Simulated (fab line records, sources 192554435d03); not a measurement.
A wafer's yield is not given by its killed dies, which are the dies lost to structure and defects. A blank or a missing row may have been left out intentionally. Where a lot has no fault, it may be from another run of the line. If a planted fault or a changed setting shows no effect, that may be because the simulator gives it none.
Matching of chambers -- flow n5 finfet -- rie diel-06 running N5_WELL_APT_DESCUM_30: 4 sister chambers
The step chemistry O2, time 7.9 s. 8 wafers are shown with their chamber, then 7 later ones without.

== WAFERS, EACH WITH ITS CHAMBER ==
wafer,chamber,throttle valve pct (%),showerhead plenum p Torr (Torr)
L912.6,2,20.19,2.11
L915.4,0,20.83,2.10
L915.6,1,20.56,2.18
L917.2,3,20.59,2.13
L917.3,2,20.18,2.10
L917.5,0,20.83,2.10
L920.1,1,20.59,2.18
L920.5,3,20.60,2.13

== WAFERS MISSING THEIR CHAMBER ==
wafer,throttle valve pct (%),showerhead plenum p Torr (Torr)
L920.6,20.20,2.10
L922.1,20.87,2.09
L922.2,20.59,2.13
L922.6,20.21,2.10
L928.1,20.62,2.13
L928.3,20.88,2.09
L928.5,20.85,2.09

== THE CHAMBER EACH PASSED THROUGH ==
wafer,from the rows above,in truth
L920.6,2,2
L922.1,0,0
L922.2,3,3
L922.6,2,2
L928.1,3,3
L928.3,0,0
L928.5,0,0
Correct placement for 7 of the 7. Number that these rows cannot place: 0. 0 placed wrongly.
How it was worked out, from the rows above alone: a wafer's distance from a chamber is the root of the sum, over the readings, of the square of ((its reading less the chamber's mean) divided by the reading's scatter). The wafer belongs to the nearest chamber; if the next one is less than 2 further off, it can't be placed. A chamber's mean is the mean of its shown wafers. The scatter: the root of (the sum of the squares of (reading less its chamber's mean) over the shown wafers, divided by (wafers less chambers)).
